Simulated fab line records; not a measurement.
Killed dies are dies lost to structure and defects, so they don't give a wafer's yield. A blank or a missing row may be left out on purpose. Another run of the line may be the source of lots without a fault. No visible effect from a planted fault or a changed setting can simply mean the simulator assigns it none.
Chamber matching :: flow n5-finfet :: 3 sister chambers for N5_BEOL_M3_PRE_CLEAN_60 on cvd-co-02
The step time 15 s. 3 wafers are shown with their chamber, then 11 later ones without.

== EACH WAFER AND ITS CHAMBER ==
wafer: L087.1
chamber: 2
heater-power-outer-w (W): 28

wafer: L087.5
chamber: 0
heater-power-outer-w (W): 16

wafer: L091.4
chamber: 1
heater-power-outer-w (W): 1

== WAFERS WITHOUT THEIR CHAMBER ==
wafer: L091.5
heater-power-outer-w (W): 29

wafer: L091.6
heater-power-outer-w (W): 16

wafer: L093.1
heater-power-outer-w (W): 16

wafer: L093.4
heater-power-outer-w (W): 28

wafer: L093.5
heater-power-outer-w (W): 16

wafer: L096.1
heater-power-outer-w (W): 28

wafer: L096.5
heater-power-outer-w (W): 1

wafer: L096.6
heater-power-outer-w (W): 28

wafer: L097.1
heater-power-outer-w (W): 1

wafer: L097.2
heater-power-outer-w (W): 29

wafer: L097.6
heater-power-outer-w (W): 1

== WHICH CHAMBER EACH ONE RAN IN ==
wafer: L091.5
from the rows above: 2
in truth: 2

wafer: L091.6
from the rows above: 0
in truth: 0

wafer: L093.1
from the rows above: 0
in truth: 0

wafer: L093.4
from the rows above: 2
in truth: 2

wafer: L093.5
from the rows above: 0
in truth: 0

wafer: L096.1
from the rows above: 2
in truth: 2

wafer: L096.5
from the rows above: 1
in truth: 1

wafer: L096.6
from the rows above: 2
in truth: 2

wafer: L097.1
from the rows above: 1
in truth: 1

wafer: L097.2
from the rows above: 2
in truth: 2

wafer: L097.6
from the rows above: 1
in truth: 1
Placed correctly: 11 of 11. Left unplaced by these rows: 0. 0 placed wrongly.
How it was worked out, from the rows above alone: a wafer's distance from a chamber is the root of the sum, over the readings, of the square of ((its reading less the chamber's mean) divided by the reading's scatter). If the next closest chamber is less than 2 further off than the closest, the wafer can't be placed; otherwise it belongs to the closest. For every chamber, the mean is computed from those of its wafers that are shown. The scatter: with one shown wafer a chamber, the root of the mean of the squares of how far each hidden wafer lies from its nearest shown one.
